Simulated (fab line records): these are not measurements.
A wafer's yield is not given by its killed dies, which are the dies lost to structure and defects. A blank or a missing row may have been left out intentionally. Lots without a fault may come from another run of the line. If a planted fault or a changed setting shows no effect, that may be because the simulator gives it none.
fab line records    flow n5-finfet
[record] lots = 24  wafers = 72  last-day = 19
route steps=1938 shown BEOL_M4@1056
lots that met no fault: taken from a fault-free run of the same line
start-h: the number of hours between the record's first day and the start of the first shown wafer of the lot    wait-h: hours from the lot's prior step to this one    " identical to the entry in the row above    L1.1+2: a row that stands for several wafers    - either no value or no given start    * or withheld: withheld    < > ~ a bound
route shown NAME@n: a module of which the file shows steps, and the number in the route of the first    usual: the fault-free wafers' mean and standard deviation    same: alike in all rows    chamber/n: place in a boat    sites: readings site by site    _std_site: standard deviation of those values    _edge_site: the outer-site mean with the inner-site mean subtracted    radius-mm: how far each site lies from the wafer's centre    mask NAME#n: copy n    behind: the tool/chamber that last shaped the wafer    hold: why the lot was held/for how many hours/how that ended    device: names the non-switching transistor (n, p or np)    end of line: tests run on the same wafers once the route is complete    a step without rows: its recipe alone    killed: the dies lost at the first sort to structure and to defects; this is not the yield of the wafer    map: per-die view of a wafer (x killed, . not killed, _ where there is no die)
set.NAME: the run value of the setting; set.NAME@STEP: its run value at that earlier step    model.NAME: the simulator's own value behind a step, which no gauge read
the route's steps for a sample of lots (tables are steps, rows are wafers)
services: when a tool's chamber went out of use (start-h, in hours from the record's first day, below 0 if earlier), for how many hours, and the reason
[[steps]]
[step N5_BEOL_M4_CD_MEAS_28]
[recipe] target-cd-nm = 26.2  landing-energy-ev = 500  detector = se-inlens  target-cd-y-nm = 24.1  polarity = opening
[usual] cd-nm = 26.22/0.22
lot.wafer  tool       chamber  start-h  wait-h  cd-nm
L074.1     cd-sem-03  0        154.45   -       26.38
L074.3     "          0        "        "       25.92
L074.5     "          0        "        "       26.78
L077.1     cd-sem-01  0        165.68   -       26.19
L077.4     "          0        "        "       26.51
L077.6     "          0        "        "       25.91
L075.2     cd-sem-03  0        169.31   -       26.48
L075.4     "          0        "        "       26.34
L075.6     "          0        "        "       26.43
L076.1     cd-sem-03  0        173.99   -       26.09
L076.4     "          0        "        "       26.38
L076.6     "          0        "        "       26.09
L078.2     cd-sem-01  0        178.81   -       26.08
L078.4     "          0        "        "       25.72
L078.6     "          0        "        "       26.02
L079.2     cd-sem-01  0        211.73   -       26.27
L079.3     "          0        "        "       26.12
L079.5     "          0        "        "       26.37
L080.1     cd-sem-02  0        212.05   -       25.88
L080.3     "          0        "        "       26.33
L080.5     "          0        "        "       26.29
L082.1     cd-sem-01  0        217.26   -       26.23
L082.4     "          0        "        "       26.14
L082.5     "          0        "        "       26.15
L081.1     cd-sem-02  0        217.91   -       26.46
L081.2     "          0        "        "       26.17
L081.6     "          0        "        "       26.39
L083.2     cd-sem-03  0        221.55   -       26.23
L083.4     "          0        "        "       26.05
L083.6     "          0        "        "       26.42
L084.2     cd-sem-01  0        228.32   -       26.08
L084.5     "          0        "        "       26.20
L084.6     "          0        "        "       25.95
L085.2     cd-sem-02  0        231.98   -       26.06
L085.5     "          0        "        "       25.92
L085.6     "          0        "        "       26.67
L087.2     cd-sem-01  0        249.05   -       26.17
L087.3     "          0        "        "       26.06
L087.6     "          0        "        "       26.24
L088.2     cd-sem-03  0        249.90   -       26.28
L088.3     "          0        "        "       26.23
L088.4     "          0        "        "       26.30
L086.1     cd-sem-03  0        252.25   -       26.34
L086.3     "          0        "        "       26.47
L086.5     "          0        "        "       26.18
L089.1     cd-sem-02  0        252.63   -       25.92
L089.4     "          0        "        "       26.16
L089.6     "          0        "        "       26.44
L090.3     cd-sem-02  0        259.22   -       26.18
L090.4     "          0        "        "       25.98
L090.6     "          0        "        "       25.96
L091.2     cd-sem-02  0        264.92   -       26.00
L091.5     "          0        "        "       26.20
L091.6     "          0        "        "       26.43
L092.3     cd-sem-03  0        281.81   -       26.31
L092.5     "          0        "        "       26.41
L092.6     "          0        "        "       26.18
L093.2     cd-sem-03  0        288.35   -       26.16
L093.3     "          0        "        "       26.21
L093.4     "          0        "        "       26.53
L095.2     cd-sem-01  0        293.19   -       25.95
L095.5     "          0        "        "       26.24
L095.6     "          0        "        "       26.12
L094.3     cd-sem-03  0        294.17   -       26.18
L094.5     "          0        "        "       26.38
L094.6     "          0        "        "       26.09
L096.1     cd-sem-03  0        300.89   -       26.58
L096.2     "          0        "        "       26.03
L096.5     "          0        "        "       26.29
L097.3     cd-sem-02  0        335.76   -       26.04
L097.4     "          0        "        "       26.20
L097.5     "          0        "        "       26.51
[step N5_BEOL_M4_ETCH_69]
[recipe] chemistry = CF4  target = SiARC  target-depth-a = 156  mask-material = CAR-EUV  time-s = 26  ion-energy-ev = 80  pressure-mtorr = 40  source-w = 545  bias-w = 36  Ar_flow_sccm = 100  cf4-flow-sccm = 100  ends = cleared
[usual] chamber-pressure-mTorr = 40.00/0.037  drypump-motor-current-A = 5.5/0.32  etch-rf-on-time-s = 26.0/0.43  oes-product-au = 0.65/0.068  rf-vpp-V = 183.9/1.2  showerhead-plenum-p-Torr = 2.13/0.058  throttle-valve-pct = 15.80/0.22
lot.wafer  tool         chamber  start-h  wait-h  chamber-pressure-mTorr  drypump-motor-current-A  etch-rf-on-time-s  oes-product-au  rf-hours-counter-h  rf-vpp-V  showerhead-plenum-p-Torr  throttle-valve-pct
L074.1     rie-diel-01  2        154.63   0.0     40.03                   5.6                      25.7               0.70            89                  184.7     2.16                      15.72
L074.3     "            0        "        "       40.01                   5.7                      26.4               0.72            64                  185.2     2.16                      15.58
L074.5     "            1        "        "       40.04                   5.7                      26.0               0.80            -                   185.2     2.19                      15.50
L077.1     rie-diel-01  1        165.85   0.0     40.06                   5.7                      25.8               0.78            24                  185.9     2.18                      15.49
L077.4     "            0        "        "       40.03                   5.7                      25.9               0.71            68                  183.4     2.16                      15.59
L077.6     "            1        "        "       40.00                   5.8                      25.7               0.79            -                   184.0     2.19                      15.48
L075.2     rie-diel-06  3        169.48   0.0     40.03                   5.9                      26.2               0.65            163                 182.7     2.07                      15.74
L075.4     "            1        "        "       39.99                   5.2                      25.7               0.85            4                   184.1     2.12                      15.44
L075.6     "            3        "        "       39.99                   5.9                      26.0               0.64            -                   182.6     2.07                      15.78
L076.1     rie-diel-06  0        174.16   0.0     40.02                   5.2                      26.6               0.60            201                 186.0     2.21                      16.01
L076.4     "            3        "        "       40.02                   5.9                      26.2               0.64            164                 184.0     2.07                      15.78
L076.6     "            1        "        "       39.97                   5.2                      25.7               0.84            -                   182.5     2.12                      15.42
L078.2     rie-diel-06  3        178.98   0.0     39.95                   5.9                      26.1               0.64            166                 183.4     2.07                      15.76
L078.4     "            3        "        "       40.07                   5.9                      26.2               0.64            -                   184.0     2.07                      15.77
L078.6     "            2        "        "       39.99                   5.1                      26.1               0.60            -                   183.5     2.21                      15.78
L079.2     rie-diel-01  3        211.90   0.0     40.00                   5.7                      25.1               0.63            197                 183.0     2.12                      15.86
L079.3     "            0        "        "       40.10                   5.7                      26.5               0.69            82                  184.2     2.16                      15.63
L079.5     "            2        "        "       40.01                   5.6                      25.9               0.67            -                   183.0     2.15                      15.74
L080.1     rie-diel-06  3        212.22   0.0     39.95                   5.9                      25.7               0.64            182                 183.7     2.06                      15.81
L080.3     "            1        "        "       39.98                   5.2                      25.3               0.85            7                   183.8     2.12                      15.43
L080.5     "            0        "        "       39.99                   5.2                      26.5               0.60            -                   183.8     2.21                      16.06
L082.1     rie-diel-01  3        217.89   0.0     39.95                   5.7                      25.0               0.63            199                 183.3     2.12                      15.86
L082.4     "            0        "        "       40.01                   5.7                      26.1               0.69            84                  185.3     2.16                      15.64
L082.5     "            3        "        "       40.02                   5.7                      25.0               0.63            -                   183.4     2.12                      15.87
L081.1     rie-diel-01  0        218.25   0.0     39.99                   5.7                      26.5               0.69            84                  184.7     2.16                      15.62
L081.2     "            2        "        "       39.98                   5.7                      25.7               0.67            112                 185.5     2.15                      15.73
L081.6     "            2        "        "       39.97                   5.6                      25.8               0.67            -                   183.5     2.15                      15.75
L083.2     rie-diel-06  3        221.73   0.0     40.07                   5.9                      25.7               0.63            186                 183.0     2.06                      15.81
L083.4     "            3        "        "       40.06                   5.9                      25.9               0.63            -                   181.4     2.06                      15.80
L083.6     "            1        "        "       40.00                   5.2                      25.2               0.84            -                   184.5     2.12                      15.44
L084.2     rie-diel-02  0        228.49   0.0     39.96                   6.2                      26.0               0.65            173                 185.1     2.05                      15.60
L084.5     "            1        "        "       40.09                   5.2                      26.1               0.63            -                   185.1     2.14                      15.68
L084.6     "            2        "        "       40.02                   5.3                      25.9               0.60            -                   181.1     2.04                      16.16
L085.2     rie-diel-02  0        232.16   0.0     40.01                   6.1                      25.8               0.65            175                 183.7     2.05                      15.60
L085.5     "            2        "        "       40.00                   5.3                      26.2               0.59            -                   182.0     2.04                      16.19
L085.6     "            1        "        "       40.01                   5.2                      25.9               0.64            -                   183.6     2.14                      15.66
L087.2     rie-diel-06  0        249.22   0.0     40.04                   5.2                      26.8               0.59            232                 183.7     2.20                      16.07
L087.3     "            2        "        "       40.03                   5.1                      26.4               0.58            222                 185.1     2.20                      15.81
L087.6     "            1        "        "       39.94                   5.2                      25.6               0.81            -                   183.6     2.11                      15.45
L088.2     rie-diel-01  0        250.07   0.0     40.00                   5.7                      26.3               0.68            96                  184.8     2.15                      15.65
L088.3     "            2        "        "       40.00                   5.7                      26.1               0.66            122                 183.3     2.15                      15.77
L088.4     "            1        "        "       39.97                   5.8                      26.0               0.73            52                  184.3     2.18                      15.55
L086.1     rie-diel-02  2        252.52   0.0     40.05                   5.3                      26.0               0.59            224                 182.3     2.04                      16.18
L086.3     "            1        "        "       39.99                   5.2                      25.9               0.63            169                 185.4     2.14                      15.68
L086.5     "            2        "        "       39.99                   5.3                      25.9               0.60            -                   181.3     2.04                      16.17
L089.1     rie-diel-02  1        252.81   0.0     39.97                   5.2                      26.0               0.63            169                 183.7     2.14                      15.68
L089.4     "            0        "        "       40.04                   6.1                      26.0               0.63            181                 183.2     2.05                      15.61
L089.6     "            3        "        "       40.00                   5.1                      26.2               0.61            -                   186.2     2.20                      16.04
L090.3     rie-diel-02  3        259.39   0.0     39.98                   5.1                      26.5               0.61            209                 186.2     2.20                      16.04
L090.4     "            2        "        "       40.03                   5.3                      26.3               0.58            226                 182.4     2.04                      16.19
L090.6     "            2        "        "       40.01                   5.3                      26.2               0.59            -                   181.7     2.04                      16.18
L091.2     rie-diel-01  2        265.09   0.0     39.95                   5.7                      25.6               0.67            127                 183.5     2.15                      15.77
L091.5     "            2        "        "       40.01                   5.6                      25.6               0.66            -                   183.5     2.15                      15.78
L091.6     "            3        "        "       39.98                   5.7                      24.8               0.62            -                   184.9     2.12                      15.92
L092.3     rie-diel-02  2        282.17   0.0     39.94                   5.3                      26.2               0.59            232                 182.4     2.04                      16.20
L092.5     "            1        "        "       40.04                   5.2                      26.1               0.62            -                   183.9     2.14                      15.70
L092.6     "            2        "        "       39.98                   5.3                      26.1               0.59            -                   182.2     2.04                      16.20
L093.2     rie-diel-06  2        288.65   0.0     40.03                   5.1                      26.5               0.56            237                 185.8     2.20                      15.84
L093.3     "            1        "        "       40.00                   5.2                      25.6               0.78            36                  184.3     2.11                      15.49
L093.4     "            0        "        "       39.98                   5.2                      26.6               0.58            247                 184.9     2.20                      16.10
L095.2     rie-diel-02  0        293.36   0.0     40.04                   6.1                      26.0               0.63            193                 183.4     2.05                      15.65
L095.5     "            0        "        "       40.00                   6.1                      26.1               0.63            -                   183.8     2.05                      15.64
L095.6     "            1        "        "       40.06                   5.2                      26.0               0.62            -                   183.1     2.14                      15.71
L094.3     rie-diel-02  2        294.93   0.0     39.96                   5.3                      26.2               0.59            236                 181.9     2.04                      16.20
L094.5     "            2        "        "       39.95                   5.3                      26.4               0.58            -                   184.1     2.04                      16.21
L094.6     "            1        "        "       39.97                   5.2                      26.2               0.62            -                   182.3     2.14                      15.72
L096.1     rie-diel-02  3        301.10   0.0     40.06                   5.1                      26.4               0.60            222                 185.4     2.20                      16.07
L096.2     "            1        "        "       40.02                   5.2                      26.2               0.62            184                 184.1     2.14                      15.71
L096.5     "            0        "        "       39.95                   6.2                      26.1               0.63            -                   183.5     2.05                      15.64
L097.3     rie-diel-01  1        335.93   0.0     39.95                   5.7                      26.0               0.71            82                  183.3     2.17                      15.62
L097.4     "            0        "        "       39.96                   5.8                      26.6               0.66            127                 184.8     2.14                      15.72
L097.5     "            0        "        "       40.02                   5.7                      27.1               0.65            -                   185.4     2.14                      15.71
[step N5_BEOL_M4_TRENCH_ETCH_37]
[recipe] chemistry = C4F6/O2  target-depth-a = 555.55  target = SiOC  time-s = 29.2  ion-energy-ev = 250  pressure-mtorr = 30  source-w = 355  bias-w = 185  Ar_flow_sccm = 300  C4F6_flow_sccm = 10  O2_flow_sccm = 10
[usual] chamber-pressure-mTorr = 30.003/0.027  drypump-motor-current-A = 5.5/0.37  oes_f_703_au = 0.75/0.063  oes-product-au = 0.75/0.07  rf-vpp-V = 667/14  showerhead-plenum-p-Torr = 2.83/0.087  throttle-valve-pct = 21.08/0.21
lot.wafer  tool         chamber  start-h  wait-h  chamber-pressure-mTorr  drypump-motor-current-A  oes_f_703_au  oes-product-au  rf-hours-counter-h  rf-vpp-V  showerhead-plenum-p-Torr  throttle-valve-pct
L074.1     rie-diel-02  0        -        -       29.973                  6.1                      0.77          0.78            147                 654       2.75                      20.79
L074.3     "            1        "        "       29.990                  5.2                      0.76          0.75            138                 655       2.85                      20.83
L074.5     "            3        "        "       30.035                  5.1                      0.74          0.75            -                   687       2.96                      21.29
L077.1     rie-diel-06  0        -        -       30.011                  5.2                      0.74          0.70            200                 653       2.94                      21.21
L077.4     "            1        "        "       30.003                  5.2                      0.97          0.99            6                   675       2.83                      20.87
L077.6     "            2        "        "       29.999                  5.1                      0.69          0.69            -                   669       2.96                      21.09
L075.2     rie-diel-02  0        -        -       29.990                  6.2                      0.76          0.76            155                 652       2.75                      20.80
L075.4     "            0        "        "       29.988                  6.2                      0.77          0.76            -                   653       2.75                      20.80
L075.6     "            1        "        "       30.012                  5.2                      0.76          0.76            -                   657       2.85                      20.83
L076.1     rie-diel-06  3        -        -       30.010                  5.9                      0.77          0.75            165                 644       2.75                      21.05
L076.4     "            2        "        "       29.960                  5.2                      0.70          0.71            -                   669       2.96                      21.10
L076.6     "            3        "        "       29.984                  5.9                      0.76          0.75            -                   642       2.75                      21.04
L078.2     rie-diel-02  1        -        -       29.996                  5.2                      0.75          0.75            147                 655       2.85                      20.84
L078.4     "            0        "        "       30.035                  6.2                      0.76          0.76            159                 654       2.74                      20.81
L078.6     "            0        "        "       30.009                  6.2                      0.76          0.76            -                   653       2.74                      20.81
L079.2     rie-diel-02  2        -        -       30.028                  5.3                      0.71          0.69            211                 683       2.71                      21.36
L079.3     "            0        "        "       30.062                  6.1                      0.76          0.75            168                 653       2.74                      20.81
L079.5     "            2        "        "       29.979                  5.3                      0.71          0.70            -                   681       2.71                      21.38
L080.1     rie-diel-02  3        -        -       30.058                  5.1                      0.72          0.73            194                 687       2.95                      21.34
L080.3     "            0        "        "       29.973                  6.2                      0.76          0.76            168                 654       2.74                      20.81
L080.5     "            0        "        "       30.048                  6.1                      0.76          0.75            -                   654       2.74                      20.84
L082.1     rie-diel-06  1        -        -       30.038                  5.2                      0.95          0.97            10                  676       2.83                      20.87
L082.4     "            1        "        "       30.036                  5.2                      0.95          0.97            -                   677       2.83                      20.88
L082.5     "            0        "        "       29.984                  5.2                      0.72          0.69            -                   653       2.93                      21.24
L081.1     rie-diel-02  1        -        -       29.984                  5.2                      0.74          0.75            159                 655       2.84                      20.85
L081.2     "            2        "        "       30.005                  5.3                      0.71          0.71            214                 682       2.71                      21.38
L081.6     "            1        "        "       30.037                  5.2                      0.74          0.76            -                   655       2.84                      20.86
L083.2     rie-diel-02  1        -        -       30.006                  5.2                      0.74          0.75            161                 657       2.84                      20.84
L083.4     "            3        "        "       30.031                  5.1                      0.73          0.73            198                 686       2.94                      21.35
L083.6     "            1        "        "       30.011                  5.2                      0.73          0.75            -                   657       2.84                      20.86
L085.2     rie-diel-01  0        -        -       30.072                  5.7                      0.80          0.79            95                  671       2.88                      21.04
L085.5     "            2        "        "       29.994                  5.6                      0.80          0.77            -                   655       2.85                      21.00
L085.6     "            1        "        "       30.002                  5.7                      0.85          0.86            -                   678       2.89                      20.81
L084.2     rie-diel-06  0        -        -       29.981                  5.2                      0.71          0.68            232                 653       2.92                      21.25
L084.5     "            1        "        "       30.003                  5.2                      0.93          0.95            -                   677       2.82                      20.89
L084.6     "            2        "        "       30.007                  5.1                      0.68          0.68            -                   669       2.95                      21.13
L087.2     rie-diel-06  1        -        -       30.021                  5.2                      0.93          0.95            21                  676       2.82                      20.89
L087.3     "            3        "        "       29.984                  5.9                      0.74          0.73            195                 644       2.73                      21.08
L087.6     "            1        "        "       30.010                  5.2                      0.92          0.95            -                   677       2.82                      20.88
L088.2     rie-diel-02  0        -        -       30.063                  6.1                      0.74          0.74            180                 654       2.73                      20.84
L088.3     "            3        "        "       30.009                  5.1                      0.72          0.71            207                 687       2.94                      21.35
L088.4     "            2        "        "       29.979                  5.3                      0.70          0.69            224                 682       2.71                      21.39
L086.1     rie-diel-02  2        -        -       29.976                  5.3                      0.70          0.70            225                 682       2.70                      21.39
L086.3     "            1        "        "       29.966                  5.2                      0.73          0.74            170                 656       2.83                      20.88
L086.5     "            3        "        "       30.003                  5.1                      0.71          0.72            -                   686       2.94                      21.35
L089.1     rie-diel-02  1        -        -       30.004                  5.2                      0.73          0.74            171                 655       2.83                      20.87
L089.4     "            0        "        "       30.013                  6.2                      0.75          0.75            183                 653       2.73                      20.85
L089.6     "            3        "        "       30.024                  5.1                      0.72          0.73            -                   686       2.94                      21.35
L090.3     rie-diel-02  1        -        -       29.960                  5.2                      0.73          0.74            172                 654       2.83                      20.88
L090.4     "            0        "        "       30.006                  6.2                      0.74          0.74            184                 652       2.73                      20.83
L090.6     "            3        "        "       29.982                  5.1                      0.71          0.72            -                   687       2.94                      21.36
L091.2     rie-diel-06  0        -        -       29.996                  5.2                      0.70          0.68            242                 651       2.92                      21.27
L091.5     "            1        "        "       29.982                  5.2                      0.90          0.93            -                   676       2.82                      20.89
L091.6     "            0        "        "       30.017                  5.2                      0.71          0.68            -                   652       2.92                      21.28
L092.3     rie-diel-06  0        -        -       29.994                  5.2                      0.71          0.68            245                 650       2.92                      21.26
L092.5     "            0        "        "       29.993                  5.2                      0.70          0.68            -                   652       2.92                      21.28
L092.6     "            3        "        "       30.015                  5.9                      0.73          0.71            -                   644       2.73                      21.11
L093.2     rie-diel-02  1        -        -       30.036                  5.3                      0.72          0.74            181                 655       2.83                      20.88
L093.3     "            3        "        "       29.997                  5.1                      0.70          0.71            219                 686       2.93                      21.38
L093.4     "            2        "        "       29.940                  5.3                      0.69          0.69            236                 684       2.70                      21.39
L095.2     rie-diel-01  2        -        -       30.043                  5.6                      0.78          0.76            143                 654       2.84                      21.04
L095.5     "            1        "        "       29.942                  5.7                      0.83          0.84            -                   679       2.88                      20.85
L095.6     "            0        "        "       29.994                  5.8                      0.77          0.78            -                   670       2.87                      21.06
L094.3     rie-diel-02  0        -        -       29.970                  6.2                      0.74          0.73            203                 653       2.72                      20.88
L094.5     "            3        "        "       30.000                  5.1                      0.70          0.70            -                   687       2.93                      21.39
L094.6     "            0        "        "       29.961                  6.1                      0.73          0.73            -                   654       2.72                      20.87
L096.1     rie-diel-01  1        -        -       29.973                  5.7                      0.83          0.83            75                  680       2.88                      20.83
L096.2     "            0        "        "       29.978                  5.7                      0.77          0.76            120                 670       2.87                      21.06
L096.5     "            3        "        "       30.013                  5.7                      0.71          0.71            -                   671       2.81                      21.16
L097.3     rie-diel-01  1        -        -       30.021                  5.7                      0.81          0.84            85                  677       2.87                      20.85
L097.4     "            3        "        "       30.020                  5.7                      0.71          0.71            242                 672       2.81                      21.17
L097.5     "            3        "        "       30.011                  5.7                      0.70          0.71            -                   671       2.81                      21.18
[step N5_BEOL_M4_CD_MEAS_35]
[recipe] target-cd-nm = 18  target-cd-y-nm = 22.4  polarity = opening
[usual] cd-nm = 17.9/0.42
lot.wafer  tool       chamber  start-h  wait-h  cd-nm
L074.1     cd-sem-01  -        159.53   0.0     17.5
L074.3     "          -        "        "       17.4
L074.5     "          -        "        "       17.5
L077.1     cd-sem-01  -        173.34   0.0     17.9
L077.4     "          -        "        "       18.6
L077.6     "          -        "        "       18.6
L075.2     cd-sem-03  -        176.97   0.0     18.4
L075.4     "          -        "        "       17.6
L075.6     "          -        "        "       17.5
L076.1     cd-sem-01  -        177.10   0.0     17.9
L076.4     "          -        "        "       17.9
L076.6     "          -        "        "       17.9
L078.2     cd-sem-03  -        189.83   0.0     18.4
L078.4     "          -        "        "       18.6
L078.6     "          -        "        "       18.4
L079.2     cd-sem-03  -        215.73   0.0     18.4
L079.3     "          -        "        "       17.4
L079.5     "          -        "        "       18.0
L080.1     cd-sem-02  -        216.37   0.0     17.9
L080.3     "          -        "        "       17.5
L080.5     "          -        "        "       17.7
L082.1     cd-sem-01  -        220.34   0.0     18.3
L082.4     "          -        "        "       18.1
L082.5     "          -        "        "       18.3
L081.1     cd-sem-03  -        223.19   0.0     17.6
L081.2     "          -        "        "       17.6
L081.6     "          -        "        "       17.5
L083.2     cd-sem-02  -        226.65   0.0     18.1
L083.4     "          -        "        "       17.7
L083.6     "          -        "        "       17.5
L085.2     cd-sem-01  -        247.76   0.0     17.8
L085.5     "          -        "        "       17.8
L085.6     "          -        "        "       17.8
L084.2     cd-sem-02  -        247.88   0.0     18.8
L084.5     "          -        "        "       18.0
L084.6     "          -        "        "       18.2
L087.2     cd-sem-01  -        250.96   0.0     18.0
L087.3     "          -        "        "       18.7
L087.6     "          -        "        "       18.0
L088.2     cd-sem-03  -        251.54   0.0     17.8
L088.3     "          -        "        "       17.6
L088.4     "          -        "        "       17.8
L086.1     cd-sem-02  -        254.49   0.0     17.5
L086.3     "          -        "        "       17.2
L086.5     "          -        "        "       18.5
L089.1     cd-sem-01  -        258.51   0.0     18.1
L089.4     "          -        "        "       18.0
L089.6     "          -        "        "       17.5
L090.3     cd-sem-02  -        264.69   0.0     18.4
L090.4     "          -        "        "       18.0
L090.6     "          -        "        "       18.5
L091.2     cd-sem-03  -        275.41   0.0     17.2
L091.5     "          -        "        "       17.5
L091.6     "          -        "        "       18.2
L092.3     cd-sem-02  -        283.92   0.0     17.7
L092.5     "          -        "        "       17.7
L092.6     "          -        "        "       17.7
L093.2     cd-sem-02  -        294.45   0.0     18.4
L093.3     "          -        "        "       18.8
L093.4     "          -        "        "       18.5
L095.2     cd-sem-02  -        310.98   0.0     17.7
L095.5     "          -        "        "       18.3
L095.6     "          -        "        "       16.9
L094.3     cd-sem-03  -        316.83   0.0     17.8
L094.5     "          -        "        "       17.8
L094.6     "          -        "        "       18.1
L096.1     cd-sem-02  -        319.84   0.0     18.4
L096.2     "          -        "        "       18.0
L096.5     "          -        "        "       17.7
L097.3     cd-sem-03  -        343.90   0.0     17.9
L097.4     "          -        "        "       18.4
L097.5     "          -        "        "       18.5
[step N5_BEOL_M4_ANNEAL_49]
[recipe] temp-c = 400  time-s = 240  ambient = vacuum
[usual] heater-power-w = 824/90
lot.wafer  tool            chamber  start-h  wait-h  heater-power-w
L074.1     pvd-sputter-01  -        160.79   0.0     826
L074.3     "               -        "        "       927
L074.5     "               -        "        "       807
L077.1     pvd-sputter-02  -        175.50   0.0     726
L077.4     "               -        "        "       804
L077.6     "               -        "        "       827
L075.2     pvd-sputter-01  -        178.04   0.0     831
L075.4     "               -        "        "       771
L075.6     "               -        "        "       959
L076.1     pvd-sputter-02  -        178.22   0.0     985
L076.4     "               -        "        "       733
L076.6     "               -        "        "       986
L078.2     pvd-sputter-01  -        190.88   0.0     823
L078.4     "               -        "        "       921
L078.6     "               -        "        "       971
L079.2     pvd-sputter-03  -        217.01   0.0     710
L079.3     "               -        "        "       790
L079.5     "               -        "        "       806
L080.1     pvd-sputter-02  -        218.10   0.0     773
L080.3     "               -        "        "       711
L080.5     "               -        "        "       957
L082.1     pvd-sputter-02  -        221.01   0.0     727
L082.4     "               -        "        "       974
L082.5     "               -        "        "       781
L081.1     pvd-sputter-03  -        224.71   0.0     756
L081.2     "               -        "        "       802
L081.6     "               -        "        "       776
L083.2     pvd-sputter-02  -        227.50   0.0     978
L083.4     "               -        "        "       773
L083.6     "               -        "        "       723
L085.2     pvd-sputter-03  -        248.59   0.0     797
L085.5     "               -        "        "       710
L085.6     "               -        "        "       743
L084.2     pvd-sputter-02  -        249.61   0.0     982
L084.5     "               -        "        "       1000
L084.6     "               -        "        "       790
L087.2     pvd-sputter-03  -        252.29   0.0     742
L087.3     "               -        "        "       809
L087.6     "               -        "        "       735
L088.2     pvd-sputter-01  -        254.08   0.0     934
L088.3     "               -        "        "       914
L088.4     "               -        "        "       814
L086.1     pvd-sputter-01  -        255.92   0.0     964
L086.3     "               -        "        "       828
L086.5     "               -        "        "       963
L089.1     pvd-sputter-01  -        261.14   0.0     949
L089.4     "               -        "        "       803
L089.6     "               -        "        "       976
L090.3     pvd-sputter-02  -        266.11   0.0     979
L090.4     "               -        "        "       745
L090.6     "               -        "        "       824
L091.2     pvd-sputter-01  -        276.49   0.0     826
L091.5     "               -        "        "       960
L091.6     "               -        "        "       924
L092.3     pvd-sputter-02  -        285.45   0.0     758
L092.5     "               -        "        "       973
L092.6     "               -        "        "       772
L093.2     pvd-sputter-02  -        295.27   0.0     741
L093.3     "               -        "        "       769
L093.4     "               -        "        "       836
L095.2     pvd-sputter-02  -        313.51   0.0     989
L095.5     "               -        "        "       727
L095.6     "               -        "        "       725
L094.3     pvd-sputter-03  -        317.65   0.0     738
L094.5     "               -        "        "       756
L094.6     "               -        "        "       721
L096.1     pvd-sputter-03  -        321.94   0.0     799
L096.2     "               -        "        "       813
L096.5     "               -        "        "       812
L097.3     pvd-sputter-03  -        345.33   0.0     732
L097.4     "               -        "        "       758
L097.5     "               -        "        "       724
[step N5_BEOL_M4_ANNEAL_82]
[recipe] temp-c = 400  time-s = 240  ambient = vacuum
[usual] heater-power-w = 823/88
lot.wafer  tool            chamber  start-h  wait-h  heater-power-w
L074.1     pvd-sputter-01  -        161.23   0.0     813
L074.3     "               -        "        "       942
L074.5     "               -        "        "       791
L077.1     pvd-sputter-02  -        175.94   0.0     729
L077.4     "               -        "        "       828
L077.6     "               -        "        "       795
L075.2     pvd-sputter-01  -        178.48   0.0     847
L075.4     "               -        "        "       796
L075.6     "               -        "        "       958
L076.1     pvd-sputter-02  -        178.66   0.0     978
L076.4     "               -        "        "       735
L076.6     "               -        "        "       948
L078.2     pvd-sputter-01  -        191.32   0.0     811
L078.4     "               -        "        "       934
L078.6     "               -        "        "       923
L079.2     pvd-sputter-03  -        217.45   0.0     718
L079.3     "               -        "        "       810
L079.5     "               -        "        "       796
L080.1     pvd-sputter-02  -        218.54   0.0     762
L080.3     "               -        "        "       733
L080.5     "               -        "        "       974
L082.1     pvd-sputter-02  -        221.45   0.0     720
L082.4     "               -        "        "       977
L082.5     "               -        "        "       748
L081.1     pvd-sputter-03  -        225.15   0.0     740
L081.2     "               -        "        "       797
L081.6     "               -        "        "       788
L083.2     pvd-sputter-02  -        227.94   0.0     991
L083.4     "               -        "        "       770
L083.6     "               -        "        "       715
L085.2     pvd-sputter-03  -        249.03   0.0     818
L085.5     "               -        "        "       724
L085.6     "               -        "        "       745
L084.2     pvd-sputter-02  -        250.05   0.0     966
L084.5     "               -        "        "       977
L084.6     "               -        "        "       838
L087.2     pvd-sputter-03  -        252.73   0.0     736
L087.3     "               -        "        "       787
L087.6     "               -        "        "       724
L088.2     pvd-sputter-01  -        254.52   0.0     956
L088.3     "               -        "        "       941
L088.4     "               -        "        "       826
L086.1     pvd-sputter-01  -        256.36   0.0     948
L086.3     "               -        "        "       838
L086.5     "               -        "        "       934
L089.1     pvd-sputter-01  -        261.58   0.0     944
L089.4     "               -        "        "       815
L089.6     "               -        "        "       945
L090.3     pvd-sputter-02  -        266.55   0.0     959
L090.4     "               -        "        "       732
L090.6     "               -        "        "       817
L091.2     pvd-sputter-01  -        276.93   0.0     831
L091.5     "               -        "        "       933
L091.6     "               -        "        "       929
L092.3     pvd-sputter-02  -        285.89   0.0     794
L092.5     "               -        "        "       954
L092.6     "               -        "        "       760
L093.2     pvd-sputter-02  -        295.71   0.0     733
L093.3     "               -        "        "       755
L093.4     "               -        "        "       807
L095.2     pvd-sputter-02  -        313.95   0.0     992
L095.5     "               -        "        "       736
L095.6     "               -        "        "       754
L094.3     pvd-sputter-03  -        318.09   0.0     748
L094.5     "               -        "        "       758
L094.6     "               -        "        "       716
L096.1     pvd-sputter-03  -        322.38   0.0     789
L096.2     "               -        "        "       789
L096.5     "               -        "        "       801
L097.3     pvd-sputter-03  -        345.77   0.0     713
L097.4     "               -        "        "       739
L097.5     "               -        "        "       711
[[services]]
tool         chamber  start-h  hours  kind
rie-diel-06  1        144.17   -      clean
rie-diel-06  1        144.17   -      consumable-replace:focus-ring
rie-diel-06  1        144.17   14.5   scheduled-down
rie-diel-06  1        144.17   14.5   vent-cycle
rie-diel-02  2        173.19   5.9    repair
rie-diel-06  1        176.21   35.1   repair
rie-diel-02  -        182.74   0.5    repair
rie-diel-02  2        192.53   6.0    repair
rie-diel-06  2        229.79   1.7    repair
rie-diel-02  2        312.22   9.2    repair
rie-diel-06  0        324.90   17.4   repair
rie-diel-06  3        332.84   3.2    repair
rie-diel-02  2        339.33   -      clean
rie-diel-02  2        339.33   -      consumable-replace:focus-ring
rie-diel-02  2        339.33   -      consumable-replace:showerhead
rie-diel-02  2        339.33   25.6   scheduled-down
rie-diel-02  2        339.33   25.6   vent-cycle
rie-diel-06  0        342.34   -      clean
rie-diel-06  0        342.34   -      consumable-replace:focus-ring
rie-diel-06  0        342.34   26.0   scheduled-down
rie-diel-06  0        342.34   26.0   vent-cycle
[[key]]
fault none
